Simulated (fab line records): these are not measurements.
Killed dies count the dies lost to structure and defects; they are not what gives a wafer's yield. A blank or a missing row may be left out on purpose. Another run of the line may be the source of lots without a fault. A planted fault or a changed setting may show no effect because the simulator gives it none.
Chamber matching + flow nand-harc + rie-diel-06 running NHARC_A_SGD_CUT_ETCHBACK_24: 4 sister chambers
The step etches the open film in CH3F/O2, target depth 50 nm, time 92.857 s. 14 wafers are shown with their chamber, then 7 later ones without.

EACH WAFER AND ITS CHAMBER
| wafer  | chamber | showerhead-plenum-p-Torr (Torr) | drypump-motor-current-A (A) | rf-vpp-V (V) |
|--------|---------|---------------------------------|-----------------------------|--------------|
| L075.1 | 0       | 2.49                            | 6.0                         | 243.3        |
| L075.2 | 3       | 2.53                            | 6.3                         | 245.4        |
| L075.5 | 0       | 2.49                            | 6.0                         | 246.4        |
| L081.1 | 3       | 2.53                            | 6.3                         | 246.2        |
| L081.2 | 2       | 2.32                            | 6.2                         | 241.6        |
| L081.3 | 0       | 2.48                            | 6.0                         | 245.6        |
| L083.3 | 0       | 2.48                            | 6.0                         | 243.8        |
| L083.5 | 3       | 2.53                            | 6.3                         | 245.0        |
| L083.6 | 2       | 2.32                            | 6.3                         | 241.7        |
| L087.1 | 0       | 2.48                            | 6.0                         | 244.3        |
| L087.3 | 3       | 2.53                            | 6.3                         | 246.2        |
| L087.4 | 1       | 2.43                            | 6.2                         | 246.0        |
| L092.2 | 2       | 2.32                            | 6.3                         | 242.9        |
| L092.3 | 0       | 2.48                            | 6.0                         | 243.7        |

SIGNATURES (means of the wafers above)
| reading                  | chamber 0 | chamber 1 | chamber 2 | chamber 3 | scatter within a chamber |
|--------------------------|-----------|-----------|-----------|-----------|--------------------------|
| showerhead-plenum-p-Torr | 2.4833    | 2.4300    | 2.3200    | 2.5300    | 0.00365                  |
| drypump-motor-current-A  | 6.000     | 6.200     | 6.267     | 6.300     | 0.0258                   |
| rf-vpp-V                 | 244.517   | 246.000   | 242.067   | 245.700   | 0.977                    |
Rule: for a wafer and a chamber, the distance is found by dividing, reading by reading, the gap between the wafer's reading and the chamber's mean by the reading's scatter, squaring, summing and taking the root. If the next closest chamber is less than 2 further off than the closest, the wafer can't be placed; otherwise it belongs to the closest. The scatter: the root of (the sum of the squares of (reading less its chamber's mean) over the shown wafers, divided by (wafers less chambers)).

WAFERS WHOSE CHAMBER IS MISSING
| wafer  | showerhead-plenum-p-Torr (Torr) | drypump-motor-current-A (A) | rf-vpp-V (V) |
|--------|---------------------------------|-----------------------------|--------------|
| L092.5 | 2.32                            | 6.3                         | 242.3        |
| L095.2 | 2.43                            | 6.2                         | 243.4        |
| L095.4 | 2.32                            | 6.2                         | 242.8        |
| L095.5 | 2.48                            | 6.0                         | 246.2        |
| L097.2 | 2.48                            | 6.0                         | 244.4        |
| L097.3 | 2.32                            | 6.3                         | 243.4        |
| L097.6 | 2.48                            | 6.0                         | 244.9        |

EACH ONE'S CHAMBER
| wafer  | from the rows above | in truth |
|--------|---------------------|----------|
| L092.5 | 2                   | 2        |
| L095.2 | 1                   | 1        |
| L095.4 | 2                   | 2        |
| L095.5 | 0                   | 0        |
| L097.2 | 0                   | 0        |
| L097.3 | 2                   | 2        |
| L097.6 | 0                   | 0        |
Correctly placed: 7 of 7. Not placeable from these rows: 0. Placed wrongly: 0.
